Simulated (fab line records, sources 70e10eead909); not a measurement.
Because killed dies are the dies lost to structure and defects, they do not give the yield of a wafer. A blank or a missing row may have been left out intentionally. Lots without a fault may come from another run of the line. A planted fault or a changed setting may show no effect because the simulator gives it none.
fab line records    flow nandHarc
record: lots: 7  wafers: 18  lastDay: 25
route steps=1159 shown P_START@1 P_ZERO_WELL@2 END@1159
lots with no fault: from the same line, run without faults
startH: hours from the record's opening day to when the first of the lot's shown wafers began    waitH: hours from the lot's prior step to this one    " unchanged from the row above    L1.1+2: one row covering several wafers at once    - no value present, or no start provided    * or withheld: withheld    < > ~ a bound
route shown NAME@n: names a module that has steps shown in the file, with the first one's number in the route    usual: the fault-free wafers' mean and standard deviation    same: alike in all rows    chamber/n: place in a boat    sites: each site's reading    _std_site: how widely they spread, as a standard deviation    _edge_site: outer sites' mean less inner sites'    radiusMm: how far each site lies from the wafer's centre    mask NAME#n: copy n    behind: tool/chamber where the wafer was last shaped    hold: reason for holding the lot/hours on hold/outcome of the hold    device: transistor that didn't switch, given as n, p or np    end of line: the tests these same wafers got at the end of their route    a step with no rows: only its recipe    killed: dies that structure and defects cost at the first sort, which is not the same as the wafer's yield    map: shows each die of a wafer: x if killed, . if not, _ if none is there
set.NAME: the setting that was run; set.NAME@STEP: the one run at that earlier step    model.NAME: the simulator's own value behind a step, which no gauge read
certain route steps with their lots: each step a table, each wafer a row
services: when a tool's chamber went out of use (startH, in hours from the record's first day, below 0 if earlier), for how many hours, and the reason
== steps ==
step: NHARC_P_START_INSPECT_01
usual: rawDefectCount: 3.5/2.2
lot.wafer  tool              chamber  startH  waitH  rawDefectCount
L753.2     defectInspect-02  -        42.04   -      2
L753.4     "                 -        "       "      5
L753.5     "                 -        "       "      1
L756.2     defectInspect-02  -        60.04   -      1
L756.5     "                 -        "       "      3
L756.6     "                 -        "       "      4
L765.2     defectInspect-01  -        114.04  -      5
L765.4     "                 -        "       "      5
L766.1     defectInspect-01  -        120.04  -      4
L766.4     "                 -        "       "      4
L767.1     defectInspect-01  -        126.04  -      2
L767.4     "                 -        "       "      1
L770.2     defectInspect-02  -        144.04  -      6
L770.3     "                 -        "       "      2
L770.4     "                 -        "       "      2
L771.1     defectInspect-01  -        150.04  -      1
L771.3     "                 -        "       "      5
L771.6     "                 -        "       "      1
step: NHARC_P_ZERO_WELL_PRECLEAN_00
recipe: timeS: 600  tempC: 120  chemistry: SPM
step: NHARC_P_ZERO_WELL_SRD_01
step: NHARC_P_ZERO_WELL_PECVD_02
recipe: targetThkA: 100  tempC: 400  pressureTorr: 6.5  rfW: withheld  teosFlowSccm: withheld  flowSccm: 2650  targetThkNm: 10  gas: O2  material: SiO2
step: NHARC_P_ZERO_WELL_DEHYDRATE_03
recipe: tempC: 150  timeS: 120
step: NHARC_P_ZERO_WELL_HMDS_04
recipe: timeS: 30
step: NHARC_P_ZERO_WELL_COAT_64
recipe: tempC: 200  timeS: 65
step: NHARC_P_ZERO_WELL_COAT_05
recipe: spinRpm: 2000  resistThkNm: 600
step: NHARC_P_ZERO_WELL_SOFTBAKE_06
recipe: tempC: 125  timeS: 70
usual: exhaustPa: 45.2/0.84  heaterPowerTotalW: 200.8/1.3
lot.wafer  tool           chamber  startH  waitH  exhaustPa  heaterPowerTotalW
L753.2     lithoTrack-02  0        42      -      46.1       202.5
L753.4     "              0        "       "      45.4       199.3
L753.5     "              0        "       "      45.5       202.4
L756.2     lithoTrack-07  0        60      -      45.4       202.5
L756.5     "              0        "       "      45.6       199.1
L756.6     "              0        "       "      45.3       201.5
L765.2     lithoTrack-02  0        114     -      45.4       202.6
L765.4     "              0        "       "      43.9       224.0
L766.1     lithoTrack-02  0        120     -      45.4       225.9
L766.4     "              0        "       "      44.4       222.7
L767.1     lithoTrack-02  0        126     -      43.6       226.6
L767.4     "              0        "       "      43.5       226.6
L770.2     lithoTrack-05  0        144     -      44.6       200.0
L770.3     "              0        "       "      45.4       199.6
L770.4     "              0        "       "      45.2       201.8
L771.1     lithoTrack-05  0        150     -      44.9       199.3
L771.3     "              0        "       "      44.3       199.9
L771.6     "              0        "       "      44.6       199.2
step: NHARC_P_ZERO_WELL_EBR_07
step: NHARC_END_SORT_01
recipe: tempC: 25
usual: killedAtArray: 24/8.7  killedAtOther: 0.8/1.2  killedAtPeriphery: 3.6/2.3  killedDies: 28/8.9  killedOpen: 3.2/1.9  killedShort: 2.0/1.6
same: grossDies: 677
lot.wafer  tool       chamber  startH  waitH  killedAtArray  killedAtOther  killedAtPeriphery  killedDies  killedOpen  killedShort
L753.2     prober-01  0        488.71  2.8    34             3              4                  41          2           3
L753.4     prober-01  0        490.29  3.4    30             0              2                  32          2           1
L753.5     prober-01  0        491.09  3.7    33             3              4                  40          4           2
L756.2     prober-02  0        497.57  2.8    31             0              6                  37          4           1
L756.5     prober-02  0        500.00  3.7    26             0              10                 36          5           0
L756.6     prober-02  0        500.81  4.1    27             0              9                  36          4           4
L765.4     prober-02  0        548.56  3.4    47             0              2                  49          4           3
L766.1     prober-01  0        569.54  2.5    13             0              4                  17          4           1
L766.4     prober-01  0        571.94  3.4    11             1              6                  18          1           3
L767.1     prober-02  0        577.40  2.5    29             3              3                  35          4           1
L767.4     prober-02  0        579.82  3.4    35             0              5                  40          2           1
killed by level:class
L753.2 A_SLIT:chamberFilmFlake=13 A_STAIRCASE:chamberFilmFlake=8 A_CHANNEL_HOLE_D1:chamberFilmFlake=5 A_SGD_CUT:chamberFilmFlake=4 THIN_TSV:chamberFilmFlake=3 A_WL_FILL:geometricParticle:open=2 P_GATE:geometricParticle:short=1 A_SGD_CUT:geometricParticle:short=1
L753.4 A_SLIT:chamberFilmFlake=9 A_SGD_CUT:chamberFilmFlake=7 A_CHANNEL_HOLE_D1:chamberFilmFlake=6 A_STAIRCASE:chamberFilmFlake=5 P_M1:geometricParticle:open=1 A_CHANNEL_FILL_D1:geometricParticle:short=1 A_CONTACT:geometricParticle:open=1 P_STI:chamberFilmFlake=1
L753.5 A_SLIT:chamberFilmFlake=13 A_STAIRCASE:chamberFilmFlake=9 A_SGD_CUT:chamberFilmFlake=6 THIN_TSV:chamberFilmFlake=3 P_M0:geometricParticle:open=2 P_CONTACT:geometricParticle:open=1 A_ONON_D1:geometricParticle:short=1 A_CHANNEL_FILL_D1:geometricParticle:open=1
L756.2 A_SLIT:chamberFilmFlake=11 A_CHANNEL_HOLE_D1:chamberFilmFlake=6 A_CONTACT:chamberFilmFlake=5 A_WL_FILL:chamberFilmFlake=4 P_ZERO_WELL:chamberFilmFlake=3 A_SGD_CUT:geometricParticle:open=2 P_M2:chamberFilmFlake=2 P_STI:geometricParticle:open=1
L756.5 A_SLIT:chamberFilmFlake=11 P_ZERO_WELL:chamberFilmFlake=4 P_M2:chamberFilmFlake=4 A_CHANNEL_HOLE_D1:chamberFilmFlake=4 A_WL_FILL:chamberFilmFlake=4 A_STAIRCASE:chamberFilmFlake=3 P_CONTACT:geometricParticle:open=1 P_M2:geometricParticle:open=1
L756.6 A_SLIT:chamberFilmFlake=11 A_CONTACT:chamberFilmFlake=4 A_CHANNEL_HOLE_D1:chamberFilmFlake=3 A_WL_FILL:chamberFilmFlake=3 P_CONTACT:geometricParticle:open=2 P_ZERO_WELL:chamberFilmFlake=2 P_M2:chamberFilmFlake=2 A_STAIRCASE:chamberFilmFlake=2
L765.4 A_CHANNEL_HOLE_D1:chamberFilmFlake=20 A_SLIT:chamberFilmFlake=17 A_CONTACT:geometricParticle:open=3 P_STI:chamberFilmFlake=2 A_ONON_D1:geometricParticle:short=1 A_SGD_CUT:geometricParticle:short=1 A_WL_FILL:geometricParticle:short=1 A_M0:geometricParticle:open=1
L766.1 A_CHANNEL_HOLE_D1:chamberFilmFlake=4 A_CHANNEL_FILL_D1:chamberFilmFlake=3 A_BLC:chamberFilmFlake=3 P_CONTACT:geometricParticle:open=1 P_M0:geometricParticle:open=1 A_ONON_D1:geometricParticle:open=1 A_WL_FILL:geometricParticle:short=1 A_BLC:geometricParticle:open=1
L766.4 A_CHANNEL_HOLE_D1:chamberFilmFlake=7 P_M0:geometricParticle:short=2 P_STI:chamberFilmFlake=2 P_GATE:chamberFilmFlake=2 A_CHANNEL_FILL_D1:geometricParticle:short=1 A_CONTACT:geometricParticle:open=1 A_SLIT:chamberFilmFlake=1 A_BLC:chamberFilmFlake=1
L767.1 A_CHANNEL_HOLE_D1:chamberFilmFlake=16 A_STAIRCASE:chamberFilmFlake=4 A_BLC:geometricParticle:open=2 P_GATE:chamberFilmFlake=2 THIN_TSV:chamberFilmFlake=2 A_WL_FILL:geometricParticle:short=1 A_WL_FILL:geometricParticle:open=1 A_BONDPAD:geometricParticle:open=1
L767.4 A_CHANNEL_HOLE_D1:chamberFilmFlake=20 A_CHANNEL_FILL_D1:chamberFilmFlake=5 A_BONDPAD:chamberFilmFlake=3 P_GATE:chamberFilmFlake=2 A_CONTACT:chamberFilmFlake=2 A_WL_FILL:geometricParticle:short=1 A_WL_FILL:geometricParticle:open=1 A_M1:geometricParticle:open=1
== services ==
tool           chamber  startH  hours  kind
lithoTrack-05  -        62.00   7.0    pm
== key ==
firstSign: step: NHARC_P_ZERO_WELL_SOFTBAKE_06  reading: heaterPowerTotalW  direction: up  sigmas: 19  usual: *  struck: *
effect none on later readings
metAt NHARC_P_ZERO_WELL_SOFTBAKE_06
struckWafers L765.4,L766.1,L766.4,L767.1,L767.4
testerLeftOut L765,L766,L767
onsetBetween 42 114
fault: kind: processParameterDrift  tool: lithoTrack-02  chamber: -  onsetH: 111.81  steps: NHARC_P_ZERO_WELL_SOFTBAKE_06  channel: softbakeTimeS  offset: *  shape: step  endH: 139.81  scope: struckWafersOnly  actsIn: *  stated: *
testerLeftOut: of these lots the tester's yield and bins aren't shown, on N5 and GAA mostly nor the transistor test; their killed dies are dies lost to structure and defects alone, not to doping, threshold or leakage, so they don't give the yield
